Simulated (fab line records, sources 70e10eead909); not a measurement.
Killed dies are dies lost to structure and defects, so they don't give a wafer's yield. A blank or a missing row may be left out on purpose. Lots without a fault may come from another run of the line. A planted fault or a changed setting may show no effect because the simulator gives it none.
Which tool did it? | flow nand_harc | 11 lots, 33 wafers sampled, at 6 steps of a route of 1159

WHAT THE GAUGES READ, wafer by wafer
NHARC_P_BONDPAD_CD_MEAS_09: target cd 500 nm. Usual: cd_nm 499.5 nm, standard deviation 1.2.
lot  | measured     | on        | cd_nm (nm)                          | flag
L167 | day 6 10:18  | cd_sem-01 | 498.8 497.9 497.1                   |
L168 | day 6 19:55  | cd_sem-01 | 499.4 500.6 501.7                   |
L169 | day 7 00:39  | cd_sem-02 | 499.6 497.8 499.5                   |
L171 | day 7 02:44  | cd_sem-02 | 501.1 499.3 499.1                   |
L176 | day 8 19:35  | cd_sem-03 | 499.8 499.9 500.6                   |
L175 | day 8 20:16  | cd_sem-03 | 501.2 499.9 499.4                   |
L181 | day 10 02:13 | cd_sem-03 | 501.5 500.2 500.2                   |
L182 | day 10 15:01 | cd_sem-02 | 511.5 512.2 513.0 511.2 512.6 513.0 | OFF
L183 | day 10 15:57 | cd_sem-03 | 498.0 498.8 498.9                   |
L184 | day 11 00:32 | cd_sem-01 | 498.4 499.3 499.2                   |
L187 | day 11 11:22 | cd_sem-01 | 511.3 509.5 512.0 511.5 509.4 511.7 | OFF

NHARC_END_SORT_01. Usual: defect_limited_yield 95.4 %, standard deviation 1.6; killed_at_array 27, standard deviation 11; killed_at_other 0.8, standard deviation 1.4; killed_at_periphery 3.3, standard deviation 2; killed_dies 31, standard deviation 11; killed_open 3.4, standard deviation 1.8; killed_short 2.1, standard deviation 1.3; sort_bin_2_pct 1.4 %, standard deviation 0.7; sort_bin_3_pct 0.24 %, standard deviation 0.21; sort_bin_4_pct 2.9 %, standard deviation 1; sort_n_pass 646, standard deviation 11; sort_rim_yield_pct 95.4 %, standard deviation 2.8; sort_yield_pct 95.4 %, standard deviation 1.6.
lot  | measured     | on        | defect_limited_yield (%) | killed_at_array | killed_at_other | killed_at_periphery | killed_dies | killed_open | killed_short | sort_bin_2_pct (%) | sort_bin_3_pct (%) | sort_bin_4_pct (%) | sort_n_pass | sort_rim_yield_pct (%) | sort_yield_pct (%) | flag
L167 | day 19 22:22 | prober-01 | 96.2 95.7 95.6           | 20 27 28        | 0 0 0           | 6 2 2               | 26 29 30    | 4 3 3       | 3 2 1        | 1.9 1.2 1.0        | 0.15 0.15 0.30     | 1.8 3.0 3.1        | 651 648 647 | 94.3 97.2 93.4         | 96.2 95.7 95.6     |
L168 | day 20 06:58 | prober-01 | 95.4 95.1 96.0           | 28 29 24        | 1 1 2           | 2 3 1               | 31 33 27    | 2 4 4       | 5 2 1        | 1.6 1.6 1.2        | 0.15 0.15 0.30     | 2.8 3.1 2.5        | 646 644 650 | 94.3 96.2 97.2         | 95.4 95.1 96.0     |
L169 | day 20 07:22 | prober-02 | 96.3 95.6 96.5           | 24 25 20        | 1 0 1           | 0 5 3               | 25 30 24    | 3 3 3       | 1 3 1        | 1.3 1.2 1.6        | 0.15 0.15 0.30     | 2.2 3.1 1.6        | 652 647 653 | 96.2 97.2 95.3         | 96.3 95.6 96.5     |
L171 | day 20 14:44 | prober-01 | 95.6 97.3 96.2           | 24 15 18        | 1 0 2           | 5 3 6               | 30 18 26    | 3 3 3       | 2 1 3        | 1.2 0.6 1.3        | 0 0.15 0.15        | 3.2 1.9 2.4        | 647 659 651 | 97.2 99.1 97.2         | 95.6 97.3 96.2     |
L176 | day 21 16:49 | prober-01 | 91.7 94.8 94.8           | 55 33 32        | 0 1 0           | 1 1 3               | 56 35 35    | 3 1 4       | 2 2 2        | 3.0 1.6 2.4        | 0.89 0.30 0.30     | 4.4 3.2 2.5        | 621 642 642 | 96.2 96.2 95.3         | 91.7 94.8 94.8     |
L175 | day 21 18:25 | prober-02 | 97.2 97.9 97.0           | 15 10 15        | 0 1 0           | 4 3 5               | 19 14 20    | 1 4 2       | 4 2 2        | 1.2 0.4 1.0        | 0.30 0 0           | 1.3 1.6 1.9        | 658 663 657 | 96.2 98.1 94.3         | 97.2 97.9 97.0     |
L181 | day 22 11:56 | prober-01 | 95.0 93.2 93.2           | 32 44 45        | 0 0 1           | 2 2 0               | 34 46 46    | 2 4 1       | 0 4 2        | 1.9 2.4 2.4        | 0.74 0.30 0.30     | 2.4 4.1 4.1        | 643 631 631 | 93.4 95.3 97.2         | 95.0 93.2 93.2     |
L182 | day 23 10:17 | prober-02 | 93.6 94.4 93.8           | 38 34 32        | 2 1 4           | 3 3 6               | 43 38 42    | 3 2 4       | 2 4 0        | 3.0 1.3 2.4        | 0.44 0.44 0        | 3.0 3.8 3.8        | 634 639 635 | 85.8 95.3 92.5         | 93.6 94.4 93.8     |
L183 | day 23 10:21 | prober-01 | 97.8 97.8 96.0           | 11 9 19         | 0 0 0           | 4 6 8               | 15 15 27    | 3 1 5       | 1 1 1        | 0.7 0.9 0.6        | 0.30 0 0.30        | 1.2 1.3 3.1        | 662 662 650 | 97.2 96.2 98.1         | 97.8 97.8 96.0     |
L184 | day 23 19:26 | prober-01 | 97.3 97.2 97.0           | 14 15 19        | 1 1 0           | 3 3 1               | 18 19 20    | 4 2 3       | 2 1 1        | 0.7 0.6 1.2        | 0 0 0              | 1.9 2.2 1.8        | 659 658 657 | 96.2 95.3 96.2         | 97.3 97.2 97.0     |
L187 | day 24 08:11 | prober-01 | 93.8 93.5 93.4           | 39 40 42        | 0 1 0           | 3 3 3               | 42 44 45    | 1 2 3       | 1 3 0        | 2.5 1.8 2.2        | 0.44 0.15 0.30     | 3.2 4.6 4.1        | 635 633 632 | 95.3 89.6 98.1         | 93.8 93.5 93.4     |

WHICH TOOL RAN EACH LOT (tool, then ch and the chambers of the sampled wafers, then the start)
lot  | NHARC_P_M2_ETCH_28                            | NHARC_P_M2_PRE_CLEAN_30                 | NHARC_P_M2_DEP_33               | NHARC_P_BONDPAD_EXPOSE_06
L167 | rie_diel-04 ch 0,1, day 6 08:39 or earlier    | pvd_sputter-01, day 6 08:39 or earlier  | pecvd-03 ch 0,2, day 6 08:39    | krf_scanner-02 ch 0, day 6 10:09
L168 | rie_diel-03 ch 0,1,3, day 6 18:17 or earlier  | pvd_sputter-02, day 6 18:17 or earlier  | pecvd-04 ch 0,1, day 6 18:17    | krf_scanner-03 ch 0, day 6 19:47
L169 | rie_diel-04 ch 0,3, day 6 23:11 or earlier    | pvd_sputter-03, day 6 23:11 or earlier  | pecvd-02 ch 0,1,2, day 6 23:11  | krf_scanner-03 ch 0, day 7 00:30
L171 | rie_diel-04 ch 0,1,2, day 7 01:04 or earlier  | pvd_sputter-03, day 7 01:04 or earlier  | pecvd-04 ch 0,1, day 7 01:04    | krf_scanner-02 ch 0, day 7 02:35
L176 | rie_diel-03 ch 1,3, day 8 18:05 or earlier    | pvd_sputter-01, day 8 18:05 or earlier  | pecvd-04 ch 1,2, day 8 18:05    | krf_scanner-03 ch 0, day 8 19:26
L175 | rie_diel-04 ch 0,1, day 8 18:38 or earlier    | pvd_sputter-02, day 8 18:38 or earlier  | pecvd-03 ch 1,2, day 8 18:38    | krf_scanner-01 ch 0, day 8 20:08
L181 | rie_diel-04 ch 0,1,2, day 10 00:44 or earlier | pvd_sputter-03, day 10 00:44 or earlier | pecvd-02 ch 0,1,2, day 10 00:44 | krf_scanner-03 ch 0, day 10 02:04
L182 | rie_diel-04 ch 1,2,3, day 10 13:14 or earlier | pvd_sputter-01, day 10 13:14 or earlier | pecvd-03 ch 0,1, day 10 13:14   | krf_scanner-03 ch 0, day 10 14:52
L183 | rie_diel-04 ch 0,2,3, day 10 14:23 or earlier | pvd_sputter-01, day 10 14:23 or earlier | pecvd-02 ch 1,2, day 10 14:23   | krf_scanner-01 ch 0, day 10 15:48
L184 | rie_diel-04 ch 0,1,3, day 10 23:01 or earlier | pvd_sputter-02, day 10 23:01 or earlier | pecvd-04 ch 0,1, day 10 23:01   | krf_scanner-02 ch 0, day 11 00:23
L187 | rie_diel-03 ch 0,3, day 11 09:41 or earlier   | pvd_sputter-02, day 11 09:41 or earlier | pecvd-03 ch 0,1,2, day 11 09:41 | krf_scanner-03 ch 0, day 11 11:13
- NHARC_P_M2_ETCH_28: etches the open film in CF4/N2, target depth 30 nm, time 72.99 s.
- NHARC_P_M2_PRE_CLEAN_30: time 30 s.
- NHARC_P_M2_DEP_33: deposits SiCN, target thk 30 nm.
- NHARC_P_BONDPAD_EXPOSE_06: exposes mask P BPAD.

WHAT THE TOOLS THEMSELVES READ (means of the sampled wafers that have a number; where no wafer has one, the mark that the record gives instead)
NHARC_P_M2_ETCH_28. Usual: bias_w 100.01 W, standard deviation 0.3; drypump_motor_current_A 6.00 A, standard deviation 0.3; oes_product_au 1.001 a.u., standard deviation 0.0066; rf_vpp_V 314.0 V, standard deviation 2.1; showerhead_plenum_p_Torr 2.61 Torr, standard deviation 0.11; throttle_valve_pct 19.795 %, standard deviation 0.0086.
lot  | tool        | bias_w (W) | drypump_motor_current_A (A) | oes_product_au (a.u.) | rf_vpp_V (V) | showerhead_plenum_p_Torr (Torr) | throttle_valve_pct (%) | flag
L167 | rie_diel-04 | 100.02     | 6.06                        | 1.000                 | 311.9        | 2.51                            | 19.800                 |
L168 | rie_diel-03 | 100.08     | 6.08                        | 0.999                 | 315.3        | 2.66                            | 19.784                 |
L169 | rie_diel-04 | 100.06     | 5.97                        | 1.005                 | 315.3        | 2.68                            | 19.801                 |
L171 | rie_diel-04 | 99.84      | 6.04                        | 0.998                 | 314.1        | 2.56                            | 19.790                 |
L176 | rie_diel-03 | 100.02     | 5.99                        | 0.991                 | 315.1        | 2.71                            | 19.794                 |
L175 | rie_diel-04 | 100.07     | 5.84                        | 0.993                 | 312.4        | 2.57                            | 19.796                 |
L181 | rie_diel-04 | 100.21     | 6.04                        | 1.008                 | 313.4        | 2.56                            | 19.797                 |
L182 | rie_diel-04 | 100.16     | 5.91                        | 0.996                 | 315.3        | 2.67                            | 19.798                 |
L183 | rie_diel-04 | 100.00     | 6.08                        | 0.998                 | 314.5        | 2.62                            | 19.798                 |
L184 | rie_diel-04 | 100.15     | 5.92                        | 1.000                 | 314.1        | 2.62                            | 19.791                 |
L187 | rie_diel-03 | 100.00     | 6.17                        | 1.008                 | 313.3        | 2.61                            | 19.800                 |

NHARC_P_M2_PRE_CLEAN_30. Usual: heater_power_w 421 W, standard deviation 28.
lot  | tool           | heater_power_w (W) | flag
L167 | pvd_sputter-01 | 427                |
L168 | pvd_sputter-02 | 425                |
L169 | pvd_sputter-03 | 429                |
L171 | pvd_sputter-03 | 445                |
L176 | pvd_sputter-01 | 396                |
L175 | pvd_sputter-02 | 426                |
L181 | pvd_sputter-03 | 420                |
L182 | pvd_sputter-01 | 405                |
L183 | pvd_sputter-01 | 415                |
L184 | pvd_sputter-02 | 429                |
L187 | pvd_sputter-02 | 444                |

NHARC_P_M2_DEP_33. Usual: heater_power_w 576 W, standard deviation 76.
lot  | tool     | heater_power_w (W) | flag
L167 | pecvd-03 | 615                |
L168 | pecvd-04 | 511                |
L169 | pecvd-02 | 607                |
L171 | pecvd-04 | 481                |
L176 | pecvd-04 | 558                |
L175 | pecvd-03 | 611                |
L181 | pecvd-02 | 626                |
L182 | pecvd-03 | 640                |
L183 | pecvd-02 | 568                |
L184 | pecvd-04 | 444                |
L187 | pecvd-03 | 625                |

NHARC_P_BONDPAD_EXPOSE_06. Usual: exposure_dose_mJ_cm2 37.05, standard deviation 0.033; reticle_temp_C 22.96 C, standard deviation 0.11.
lot  | tool           | exposure_dose_mJ_cm2 | reticle_temp_C (C) | flag
L167 | krf_scanner-02 | 37.08                | 22.95              |
L168 | krf_scanner-03 | 37.03                | 23.02              |
L169 | krf_scanner-03 | 37.04                | 22.95              |
L171 | krf_scanner-02 | 37.04                | 22.85              |
L176 | krf_scanner-03 | 37.09                | 23.14              |
L175 | krf_scanner-01 | 37.05                | 22.91              |
L181 | krf_scanner-03 | 37.04                | 22.92              |
L182 | krf_scanner-03 | 53.63                | 22.86              | OFF
L183 | krf_scanner-01 | 37.04                | 23.03              |
L184 | krf_scanner-02 | 37.04                | 22.97              |
L187 | krf_scanner-03 | 50.35                | 23.01              | OFF

THE ANSWER, worked out from the rows above alone
Rule: a lot is off if the mean of its wafers that have a number lies more than 3 standard deviations from the usual mean. A lot without any number at a reading at which 4 lots or more have one is off too. The other lots that the step has rows for count as sound. The gauges are gone through in route order, then the tools' own readings, and for those a lot's mean is taken as printed above. The first step at which some lot is off is used, and at that step the reading that is off furthest; a lot without a number counts as furthest.
Off: L182, L187, at NHARC_P_BONDPAD_CD_MEAS_09 (cd_nm).
A tool fits if, at a process step before that reading, it ran every lot that is off, and no sound lot after the first of them. The gauges at NHARC_P_BONDPAD_CD_MEAS_09 aren't tried: what is off there is off at NHARC_P_BONDPAD_EXPOSE_06 too, on other tools, and a gauge's error can't cause that. NHARC_P_M2_ETCH_28 gives no start for some lots, so the hours and the order of its lots are those of NHARC_P_M2_DEP_33. NHARC_P_M2_PRE_CLEAN_30 gives no start for some lots, so the hours and the order of its lots are those of NHARC_P_M2_DEP_33. Can't be told from this: 2 tools fit, pecvd-03 at NHARC_P_M2_DEP_33, krf_scanner-03 at NHARC_P_BONDPAD_EXPOSE_06.

WHAT THE SIMULATOR HAD PUT IN
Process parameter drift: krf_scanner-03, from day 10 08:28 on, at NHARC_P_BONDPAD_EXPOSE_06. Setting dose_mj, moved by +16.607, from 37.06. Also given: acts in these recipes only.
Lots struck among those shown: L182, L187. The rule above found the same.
